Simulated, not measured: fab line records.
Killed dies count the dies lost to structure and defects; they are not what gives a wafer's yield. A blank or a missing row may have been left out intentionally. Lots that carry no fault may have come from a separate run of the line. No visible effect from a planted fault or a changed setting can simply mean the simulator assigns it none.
Chamber matching	flow n5 finfet	N5_BEOL_M6_DEP_56 on pecvd-04 has 3 sister chambers
The step deposits SiCN from 3MS/NH3, target thk 10 nm, time 17.5 s. 6 wafers are shown with their chamber, then 8 later ones without.

## WAFERS, EACH WITH ITS CHAMBER
wafer	chamber	showerhead plenum p Torr (Torr)	throttle valve pct (%)
L082.1	0	3.687	9.3
L082.4	2	3.672	8.8
L080.1	1	3.636	8.5
L080.4	1	3.641	8.7
L080.5	2	3.667	8.8
L088.1	0	3.683	9.2

## WAFERS WITH NO CHAMBER GIVEN
wafer	showerhead plenum p Torr (Torr)	throttle valve pct (%)
L088.2	3.675	8.6
L088.3	3.646	8.5
L090.1	3.661	9.3
L090.2	3.647	8.7
L090.6	3.682	9.0
L094.1	3.682	9.5
L094.2	3.677	8.7
L094.4	3.667	9.3

## WHICH CHAMBER EACH WENT THROUGH
wafer	from the rows above	in truth
L088.2	2	2
L088.3	1	1
L090.1	can't be placed: 2 or 0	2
L090.2	1	1
L090.6	can't be placed: 0 or 2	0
L094.1	0	0
L094.2	2	2
L094.4	can't be placed: 0 or 2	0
Correctly placed: 5 of 8. Unplaceable from these rows: 3, with the true chamber sitting among the candidates in 3. 0 placed wrongly.
How it was worked out, from the rows above alone: a wafer's distance from a chamber is the root of the sum, over the readings, of the square of ((its reading less the chamber's mean) divided by the reading's scatter). If the next closest chamber is less than 2 further off than the closest, the wafer can't be placed; otherwise it belongs to the closest. Each chamber's mean is taken over the wafers shown for it. How the scatter is found: for the shown wafers, subtract from each reading the mean of its chamber, square and add these, divide the total by (wafers less chambers), then take the root.
